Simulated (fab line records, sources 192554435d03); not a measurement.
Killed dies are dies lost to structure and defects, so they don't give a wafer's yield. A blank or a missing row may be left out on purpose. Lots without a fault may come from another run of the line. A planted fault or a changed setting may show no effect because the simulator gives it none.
fab line records | flow n5_finfet
record lots=4 wafers=11 last_day=18
route steps=1938 shown BEOL_M4@1099 BEOL_M5@1112 MIM_TOP@1835 PASSIVATION@1936
lots that met no fault: from a run of the same line without faults
start_h: hours from the record's first day to the start of the lot's first wafer shown | wait_h: hours since the lot's step before | " the same as in the row above | L1.1+2: a row that stands for several wafers | - no value, or no start given | * or withheld: withheld | < > ~ a bound
route shown NAME@n: a module of which the file shows steps, and the number in the route of the first | usual: mean/standard deviation of fault-free wafers | same: alike in all rows | chamber/n: place in a boat | sites: the reading at each site | _std_site: their standard deviation | _edge_site: outer sites' mean less inner sites' | radius_mm: how far each site lies from the wafer's centre | mask NAME#n: copy n | behind: the tool/chamber that last shaped the wafer | hold: why the lot was held/for how many hours/how that ended | device: the transistor (n, p or np) that didn't switch | end of line: the same wafers' tests at the end of the route | a step without rows: its recipe alone | killed: dies lost to structure and defects at the first sort, not the wafer's yield | map: a wafer's dies, x killed, . not, _ none there
set.NAME: the setting as run; set.NAME@STEP: as run at that earlier step | model.NAME: the simulator's own value behind a step, which no gauge read
lots at some steps of the route; a table a step, a row a wafer
services: from which hour (start_h, from the record's first day; less than 0 if before it) a tool's chamber was out of use, for how many hours, and why
## steps
# step N5_BEOL_M4_ANNEAL_95
# recipe temp_c=400 time_s=240 ambient=vacuum
# step N5_BEOL_M4_SPUTTER_96
# recipe material=Cu target_thk_a=45 temp_c=-20 chamber_pressure_pa=0.07 power_w=withheld time_s=8.29
# step N5_BEOL_M4_ECD_50
# recipe material=Cu target_thk_a=3000
# step N5_BEOL_M4_ANNEAL_51
# recipe temp_c=225 time_s=90 ambient=N2
# step N5_BEOL_M4_CMP_52
# recipe stop_on=SiOC t_overpolish_s=6.8 down_force_psi=1 platen_rpm=50 clearing_platen_down_force_psi=1.5 clearing_platen_rpm=50 post_cmp_clean=cu_alkaline target_thk_nm=40 clearing_platen_pad_velocity_m_s=0.99484 pad_velocity_m_s=0.99484
# step N5_BEOL_M4_PRE_CLEAN_60
# recipe gas=NH3/H2 time_s=15 temp_c=* rf_power_w=300
# step N5_BEOL_M4_CO_CAP_55
# recipe material=Co target_thk_a=20 temp_c=200 precursor=CCTBA/H2 pressure_torr=30 time_s=102.1
# step N5_BEOL_M4_PRE_CLEAN_56
# recipe gas=NH3 time_s=15 temp_c=withheld rf_power_w=300
# step N5_BEOL_M4_DEP_57
# recipe material=SiCN target_thk_a=80 temp_c=withheld precursor=3MS/NH3 pressure_torr=3 rf_w=202 time_s=14
# step N5_BEOL_M4_RC_MEAS_101
# usual DIBL_N=36.2/2.2 DIBL_P=36.5/3 IOFF_N=0.16/0.039 IOFF_P=0.22/0.047 ION_N=675/15 ION_P=463/10 SS_N=71.6/0.71 SS_P=73.4/0.94 VT_N=250/3.6 VT_P=-250/3.9
# columns lot.wafer tool chamber start_h wait_h DIBL_N[mV/V] DIBL_P[mV/V] IOFF_N[nA/um] IOFF_P[nA/um] ION_N[uA/um] ION_P[uA/um] SS_N[mV/dec] SS_P[mV/dec] VT_N[mV] VT_P[mV]
L916.1 prober-02 0 248.27 0.0 33.4 32.0 0.12 0.16 676 463 71.4 72.1 253 -251
L916.2 " 0 " " 36.8 36.9 0.19 0.26 703 484 72.2 73.4 248 -244
L917.1 prober-02 0 256.35 0.0 35.2 33.2 0.12 0.15 659 448 70.9 71.6 254 -255
L917.2 " 0 " " 36.1 34.5 0.13 0.16 677 460 71.1 72.7 254 -257
L917.6 " 0 " " 36.9 36.0 0.14 0.18 680 466 71.4 73.3 253 -253
L919.1 prober-01 0 274.10 0.0 37.9 35.5 0.14 0.19 659 453 71.6 74.8 253 -252
L919.3 " 0 " " 34.2 31.7 0.10 0.14 668 456 70.4 73.0 256 -254
L919.4 " 0 " " 39.0 37.4 0.17 0.22 673 453 72.1 74.3 249 -251
L927.1 prober-01 0 320.94 0.0 35.6 36.6 0.16 0.21 669 460 72.2 72.8 250 -250
L927.3 " 0 " " 35.7 37.9 0.18 0.23 693 476 71.6 73.7 247 -250
L927.6 " 0 " " 36.3 39.2 0.19 0.26 685 473 72.2 73.8 248 -248
# step N5_BEOL_M5_ILD_DEP_00
# recipe material=SiCOH_lowk target_thk_a=1406.4 temp_c=300 precursor=DEMS/porogen pressure_torr=5 rf_w=500 time_s=25.9
# step N5_BEOL_M5_CURE_79
# recipe temp_c=385 time_s=240 ambient=He/Ar material=SiCOH_lowk
# step N5_BEOL_M5_PECVD_70
# recipe material=SiO2 target_thk_a=160 temp_c=400 precursor=TEOS/O2 pressure_torr=5.5 rf_w=450 teos_flow_sccm=53.8 gas=O2 flow_sccm=3000 time_s=18
# step N5_BEOL_M5_HM_DEP_02
# recipe material=TiN target_thk_a=200 temp_c=25 chamber_pressure_pa=0.49996
# step N5_BEOL_M5_COAT_59
# recipe resist=SOC temp_c=250 time_s=60 spin_rpm=1500 resist_thk_nm=60
# step N5_BEOL_M5_COAT_60
# recipe resist=SiARC temp_c=220 time_s=60 spin_rpm=1500 resist_thk_nm=12
# step N5_BEOL_M5_COAT_71
# recipe resist=underlayer temp_c=205 time_s=60 spin_rpm=1500 resist_thk_nm=5
# step N5_BEOL_M5_COAT_05
# recipe resist=CAR-EUV spin_rpm=1500 resist_thk_nm=30
# step N5_BEOL_M5_EBR_07
# recipe solvent=PGMEA ebr_width_mm=1.5
# step N5_BEOL_M5_SOFTBAKE_06
# recipe temp_c=110 time_s=60 resist=CAR-EUV
# step N5_BEOL_M5_EXPOSE_08
# recipe mask_id=M5 na=0.33 source_shape=annular sigma_inner=0.4 sigma_outer=0.8 polarization=unpolarized target_cd_nm=28 dose_mj=35.75
# step N5_BEOL_M5_PEB_09
# recipe peb_temp_c=100 peb_time_s=60 resist=CAR-EUV
# step N5_BEOL_M5_DEVELOP_10
# recipe develop_time_s=30 developer=TMAH resist=CAR-EUV rinse_liquid=surfactant_rinse dry=air_spin dev_temp_c=23
# step N5_BEOL_M5_DESCUM_16
# recipe chemistry=O2 time_s=7 source_power_w=50 bias_power_w=20 pressure_mtorr=20 rf_frequency_hz=2.712e+07 temp_c=40 resist=CAR-EUV o2_flow_sccm=225
# step N5_BEOL_M5_ETCH_72
# recipe chemistry=N2/H2 target=underlayer target_depth_a=65 mask_material=CAR-EUV time_s=5.2 ion_energy_ev=200 pressure_mtorr=30 source_w=840 bias_w=150 n2_flow_sccm=200 h2_flow_sccm=200 ends=cleared
# step N5_BEOL_M5_ETCH_61
# recipe chemistry=CF4 target=SiARC target_depth_a=156 mask_material=CAR-EUV time_s=26 ion_energy_ev=80 pressure_mtorr=40 source_w=545 bias_w=36 Ar_flow_sccm=100 cf4_flow_sccm=100 ends=cleared
# step N5_BEOL_M5_ETCH_62
# recipe chemistry=N2/H2 target=SOC target_depth_a=750 overetch_a=150 mask_material=SiARC temp_c=40 time_s=112.5 ion_energy_ev=200 pressure_mtorr=30 source_w=840 bias_w=150 n2_flow_sccm=200 h2_flow_sccm=200
# step N5_BEOL_M5_STRIP_63
# recipe chemistry=N2/H2 temp_c=40 n2_flow_sccm=200 h2_flow_sccm=200 rf_frequency_hz=6e+07
# step N5_BEOL_M5_STRIP_73
# recipe chemistry=N2/H2 temp_c=40 n2_flow_sccm=200 h2_flow_sccm=200 rf_frequency_hz=6e+07
# step N5_BEOL_M5_STRIP_64
# recipe chemistry=CF4 resist=SiARC power_w=300 bias_power_w=75 pressure_mtorr=50 cf4_flow_sccm=150 rf_frequency_hz=6e+07
# step N5_BEOL_M5_HM_OPEN_17
# recipe chemistry=Cl2/BCl3 target_depth_a=200 overetch_a=60 target=TiN mask_material=SOC ion_energy_ev=150 pressure_mtorr=10 icp_w=1000 bias_w=126 Cl2_flow_sccm=53.25 bcl3_flow_sccm=21.75 Ar_flow_sccm=25
# step N5_BEOL_M5_STRIP_19
# recipe chemistry=O2 power_w=400 temp_c=40 pressure_mtorr=30 rf_frequency_hz=6e+07 bias_power_w=0 overash_fraction=0.2 o2_flow_sccm=225
# step N5_BEOL_M5_COAT_65
# recipe resist=SOC temp_c=250 time_s=60 spin_rpm=1500 resist_thk_nm=60
# step N5_BEOL_M5_COAT_66
# recipe resist=SiARC temp_c=220 time_s=60 spin_rpm=1500 resist_thk_nm=12
# step N5_MIM_TOP_ALD_01
# recipe material=HfO2 target_thk_a=56 temp_c=withheld ald_precursor_family=Hf-amide ald_co_reactant=O3 pulse_time_s=1 purge_time_s=3 co_reactant_purge_time_s=2 co_reactant_pulse_time_s=3 ald_cycles=62
# usual ald_cycles=62/0 co_reactant_pulse_time_s=3/0 precursor_pulse_height_rel=0.999/0.019
# columns lot.wafer tool chamber start_h wait_h ald_cycles co_reactant_pulse_time_s precursor_pulse_height_rel
L916.1 ald_hk-01 2 340 - 62 3 1.001
L916.2 " 3 " " 62 3 0.981
L917.1 ald_hk-01 3 350 - - - -
L917.2 " 2 " " - - -
L917.6 " 3 351 - - - -
L919.1 ald_hk-02 0 364 - - - -
L919.3 " 1 " " - - -
L919.4 " 2 " " - - -
L927.1 ald_hk-01 3 420 - 62 3 0.998
L927.3 " 0 " " 62 3 1.001
L927.6 " 2 " " 62 3 0.981
# step N5_PASSIVATION_PROBE_49
# usual defect_limited_yield=91.5/1.5 killed_at_M0_to_M3=32/10 killed_at_M4_up=13/4.9 killed_at_contacts=13/6.1 killed_at_front_end=38/11 killed_at_other=3/3.2 killed_dies=101/18 killed_on_rim=13/4.4 killed_open=66/13 killed_short=32/8.3 sort_bin_5_function=5.0/1 sort_bin_6_memory=3.2/0.74 sort_bin_8_speed=0.1/1.1 sort_n_pass=1078/22
# same gross_dies=1180 killed_at_back_side=0 sort_bin_4_leakage[%]=0
# columns lot.wafer tool chamber start_h wait_h defect_limited_yield[%] killed_at_M0_to_M3 killed_at_M4_up killed_at_contacts killed_at_front_end killed_at_other killed_dies killed_on_rim killed_open killed_short sort_bin_5_function[%] sort_bin_6_memory[%] sort_bin_8_speed[%] sort_n_pass
L916.1 prober-02 - 352.72 0.0 93.1 19 9 13 38 3 82 11 55 26 5.1 1.8 0 1098
L916.2 prober-02 - 352.77 0.1 92.5 23 22 10 28 5 88 10 65 22 3.7 3.6 0 1092
L917.1 prober-02 - 361.15 0.0 4.2 40 14 10 32 1034 1130 152 66 27 92.3 3.5 0 50
L917.2 prober-02 - 361.20 0.1 5.0 34 15 14 41 1017 1121 138 65 30 91.4 2.9 0 59
L917.6 prober-02 - 361.40 0.3 4.4 50 15 16 34 1013 1128 152 78 38 91.9 3.6 0 52
L919.1 prober-01 - 386.40 0.0 4.8 29 18 8 28 1040 1123 150 59 24 92.7 2.2 0 57
L919.3 prober-01 - 386.50 0.1 5.2 29 20 13 33 1024 1119 133 62 31 91.6 2.9 0 61
L919.4 prober-01 - 386.55 0.2 4.1 27 20 15 45 1025 1132 136 67 41 91.4 4.2 0 48
L927.1 prober-02 - 430.63 0.0 92.0 38 13 6 36 1 94 9 51 39 4.5 2.8 0.3 1086
L927.3 prober-02 - 430.73 0.1 94.2 33 7 5 22 2 69 10 40 26 3.4 2.2 0.1 1111
L927.6 prober-02 - 430.88 0.3 92.3 39 7 18 25 2 91 16 60 30 4.2 3.4 0.1 1089
# killed by level:class
L916.1 MOL_CONTACT_COAG:geometric_particle:open=12 FIN_SAQP:geometric_particle:short=6 DUMMY_GATE:geometric_particle:open=6 GATE_CUT:geometric_particle:short=6 BEOL_M1:geometric_particle:open=5 FIN_SAQP:geometric_particle:open=3 SPACER0:geometric_particle:open=3 GATE_CUT:geometric_particle:open=3
L916.2 MOL_CONTACT_COAG:geometric_particle:open=9 BEOL_M4:geometric_particle:open=8 DUMMY_GATE:geometric_particle:open=7 BEOL_M0_SAQP:geometric_particle:open=7 BEOL_M8:geometric_particle:open=6 FIN_SAQP:geometric_particle:open=4 STI_FIN_REVEAL:geometric_particle:open=4 BEOL_M0_SAQP:geometric_particle:short=4
L917.1 MIM_TOP:area_ald=1033 BEOL_M0_SAQP:geometric_particle:short=12 STI_FIN_REVEAL:geometric_particle:open=11 BEOL_M3:geometric_particle:open=9 MOL_CONTACT_COAG:geometric_particle:open=7 FIN_SAQP:geometric_particle:open=5 BEOL_M2:geometric_particle:open=5 BEOL_M5:geometric_particle:open=5
L917.2 MIM_TOP:area_ald=1017 FIN_SAQP:geometric_particle:short=13 MOL_CONTACT_COAG:geometric_particle:open=11 BEOL_M0_SAQP:geometric_particle:open=10 FIN_SAQP:geometric_particle:open=7 BEOL_M3:geometric_particle:open=6 HKMG_FIN:area_etch=6 STI_FIN_REVEAL:geometric_particle:open=5
L917.6 MIM_TOP:area_ald=1012 MOL_CONTACT_COAG:geometric_particle:open=14 BEOL_M0_SAQP:geometric_particle:open=14 BEOL_M0_SAQP:geometric_particle:short=10 BEOL_M3:geometric_particle:open=10 FIN_SAQP:geometric_particle:short=6 STI_FIN_REVEAL:geometric_particle:open=6 FIN_SAQP:geometric_particle:open=5
L919.1 MIM_TOP:area_ald=1038 FIN_SAQP:geometric_particle:open=8 BEOL_M0_SAQP:geometric_particle:short=7 STI_FIN_REVEAL:geometric_particle:open=7 MOL_CONTACT_COAG:geometric_particle:open=7 BEOL_M1:geometric_particle:open=7 BEOL_M5:geometric_particle:open=6 BEOL_M0_SAQP:geometric_particle:open=5
L919.3 MIM_TOP:area_ald=1024 BEOL_M4:geometric_particle:open=13 MOL_CONTACT_COAG:geometric_particle:open=7 MOL_CONTACT_COAG:geometric_particle:short=6 STARTING-WAFER:geometric_particle:open=6 STI_FIN_REVEAL:geometric_particle:open=5 BEOL_M0:geometric_particle:open=5 BEOL_M2:geometric_particle:open=5
L919.4 MIM_TOP:area_ald=1023 FIN_SAQP:geometric_particle:short=11 FIN_SAQP:geometric_particle:open=11 MOL_CONTACT_COAG:geometric_particle:open=11 DUMMY_GATE:geometric_particle:open=7 BEOL_M0_SAQP:geometric_particle:short=5 BEOL_M3:geometric_particle:open=5 MOL_CONTACT_COAG:geometric_particle:short=4
L927.1 FIN_SAQP:geometric_particle:short=15 BEOL_M2:geometric_particle:open=10 FIN_SAQP:geometric_particle:open=5 MOL_CONTACT_COAG:geometric_particle:open=5 BEOL_M0_SAQP:geometric_particle:short=5 BEOL_M3:geometric_particle:open=5 BEOL_M2:geometric_particle:short=4 BEOL_M6:geometric_particle:open=4
L927.3 STI_FIN_REVEAL:geometric_particle:open=9 BEOL_M2:geometric_particle:short=9 BEOL_M2:geometric_particle:open=8 BEOL_M3:geometric_particle:open=5 STARTING-WAFER:geometric_particle:open=4 FIN_SAQP:geometric_particle:short=3 MOL_CONTACT_COAG:geometric_particle:open=3 BEOL_M0:geometric_particle:open=3
L927.6 MOL_CONTACT_COAG:geometric_particle:open=17 BEOL_M3:geometric_particle:open=10 BEOL_M0_SAQP:geometric_particle:open=8 BEOL_M0_SAQP:geometric_particle:short=5 BEOL_M2:geometric_particle:short=5 FIN_SAQP:geometric_particle:open=4 FIN_SAQP:geometric_particle:short=4 STI_FIN_REVEAL:geometric_particle:open=4
# map L917.1 (x killed, . not)
_________________xxxxxxxxxxxx________________
______________xxxxxxxxxxxxxxxxxx_____________
___________xxxxxxxxxxxxxxxxxxxxxxxx__________
__________xxxxxxxxxxxxxxxxxxxxxxxxxx_________
________xxxxxxxxxxxxxxxxxxxxxxxxxxxxxx_______
_______xxxxxxxxxxxxxxxxxxxxxxxxxxxxxxxx______
______xxxxxxxxxxxxxxxxxxxxxxxxxxxxxxxxxx_____
_____xxxxxxxxxxxxxxxxxxxxxxxxxxxxxxxxxxxx____
____xxxxxxxxxxxxxxxxxxx.xxxxxxxxxxxxxxxxxx___
___xxxxxxxxxxxxxxxxxxxxxxxxxxxxxxxxxxxxxxxx__
___xxxxxxxxxxxxxx.x..xxxxxxx.xxxxxxxxxxxxxx__
__xxxxxxxxxxxxxxx.xxxxxxx.xxxxxxxxxxxxxxxxxx_
__xxxxxxxxxxxxxx.xxx.xxxx.x.xxx.xxxxxxxxxxxx_
_xxxxxxxxxxx.xxxxxxx.xxxxxxxxxxxxxxxxxxxxxxxx
_xxxxxxxxxxxxxxxxxx.xxxxxxxxxx.xxx.xxxx.xxxxx
_xxxxxxxxxxxxxxx.x..x..xxxxxxxxxxxxxxxxxxxxxx
_xxxxxxxxxxxxxxxxxxxxxxxxxxxxxxxxxxxxxxxxxxxx
_xxxxxxxxxxxx.xxxxxxxxx.xx.xxxxx.xxxxxxxxxxxx
_xxxxxxxxxxxxxx.xx.x.x.x.xxx.xxxxxxxxxxxxxxxx
_xxxxxxxxxxxxxxxxxxxx..xxxxx.xxx.xxxxxxxxxxxx
_xxxxxxxxxxxxxxxxxxxx.xxxx.xxxxxxxxxxxxxxxxxx
__xxxxxxxxxxxxxxxxx.xxxxxxx..xxxxxxxxxxxxxxx_
__xxxxxxxxxxxxxxx.xx.xxxxx.xxxxxxxxxxxxxxxxx_
___xxxxxxxxxxxxxxx.xxxxxxxxxxxxxxxxxxxxxxxx__
___xxxxxxxxxxxxxxxxxxxxxxxxxxxxxxxxxxxxxxxx__
____xxxxxxxxxxxxxxxxxxxxxxxxxxxxxxxxxxxxxx___
_____xxxxxxxxxxxxxx.x.xxxxxxxxxxxxxxxxxxx____
______xxxxxxxxxxxxxxxxxxxxxxxx.xxxxxxxxx_____
_______xxxxxxxxxxxx.xxxxxxxxxxxxxxxxxxx______
________xxxxxxxxxxxxxxxxxxxxxxxxxxxxxx_______
__________xxxxxxxxxxxxxxxxxxxxxxxxxx_________
___________xxxxxxxxxxxxxxxxxxxxxxxx__________
______________xxxxxxxxxxxxxxxxxx_____________
_________________xxxxxxxxxxxx________________
# map L919.4 (x killed, . not)
_________________xxxxxxxxxxxx________________
______________xxxxxxxxxxxxxxxxxx_____________
___________xxxxxxxxxxxxxxxxxxxxxxxx__________
__________xxxxxxxxxxxxxxxxxxxxxxxxxx_________
________xxxxxxxxxxxxxxxxxxxxxxxxxxxxxx_______
_______xxxxxxxxxxxxxxxxxxxxxxxxxxxxxxxx______
______xxxxxxxxxxxxxxxxxxxxxxxxxxxxxxxxxx_____
_____xxxxxxxxxxxxxxxxxxxxxxxxxxxxxxxxxxxx____
____xxxxxxxxxxxxxxxxxxxxxxxxxxxxxxxxxxxxxx___
___xxxxxxxxxxxxxxxxxxxxxxxxxxxxxxxxxxxxxxxx__
___xxxxxxxxxxxxxxxxxxxxxxxxxxxxxxxxxxxxxxxx__
__xxxxxxxxxxxxxxxxxxxxxxxxxxxxxxxxxxxxxxxxxx_
__xxxxxxxxxxxxxxxxxxxxxxxxxxxxxxxxxxxxxxxxxx_
_xxxxxxxxxxxxxxxxxxxxxxxxxxxxxxxxxxxxxxxxxxxx
_xxxxxxxxxxxxxxxxxxxxxxxxxxxxxxxxxxxxxxxxxxxx
_xxxxxxxxxxxxxxxxxxxxxxxxxxxxxxxxxxxxxxxxxxxx
_xxxxxxxxxxxxxxxxxxxxxxxxxxxxxxxxxxxxxxxxxxx.
_xxxxxxxxxxxxxxxxxxxxxxxxxxxxxxxxxxxxxxxxxxx.
_xxxxxxxxxxxxxxxxxxxxxxxxxxxxxxxxxxxxxxxxxxxx
_xxxxxxxxxxxxxxxxxxxxxxxxxxxxxxxxxxxxxxxxxxxx
_xxxxxxxxxxxxxxxxxxxxxxxxxxxxxxxxxxxxxxxxxxxx
__xxxxxxxxxxxxxxxxxxxxxxxxxxxxxxxxxxxxxx.xxx_
__xxxxxxx.xxxxxxxxxxxxxxxxxxxxxxxxxxxxxxx.xx_
___xxxxxxxxxxxxxxxxxxxxxxxxxxxx.xxxxxx.x.xx__
___xxx.xxxxxxxxxxxxxxxxxxxxxxxxxxxxxxxxxx.x__
____xxxxxxxxxxxxxxxxxxxxxxxxxxxxxxxxxx..xx___
_____xxxxxxxxxxxxxxxxxxxxxxxxxxxxx..x.xxx____
______xxxxxxxxxxxxxxx.xxxxxxxxx.xx.x...x_____
_______xxxxx.xx.xxxxxxxxxxxxxxxxx.xxxx.______
________xxxxxx.xxxxxxxxxxxxxxxxxxxxxxx_______
__________xxxxx...xx.xxxxx..xxx.xxxx_________
___________x.x..x.xx.xxxxxxxxxxxxxx__________
______________xx.xxxxxxx.xxxx..._____________
_________________.xxx.xx.x.x.________________
## services
# columns tool chamber start_h hours kind
ald_hk-01 - 371.21 2.2 repair
ald_hk-02 - 380.00 3.2 repair
## key
first_sign step=N5_MIM_TOP_ALD_01 reading=tool_record direction=missing
effect step=N5_PASSIVATION_PROBE_49 reading=killed_at_other direction=up sigmas=99+ usual=3 struck=1026
more_kills_born_at N5_MIM_TOP_ALD_01@ald_hk-02=3085 N5_MIM_TOP_ALD_01@ald_hk-01=3062
met_at N5_MIM_TOP_ALD_01
struck_wafers L917.1,L917.2,L917.6,L919.1,L919.3,L919.4
later_rows_left_out L917.1,L917.2,L917.6,L919.1,L919.3,L919.4
onset_between 340 350
fault kind=skipped_step_whole tool=ald_hk-01,ald_hk-02 chamber=- onset_h=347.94 steps=N5_MIM_TOP_ALD_01 scope=struck_lots_only
# later_rows_left_out: the simulator's readings of these wafers behind a module that went badly wrong aren't trusted and aren't shown, but for the sort
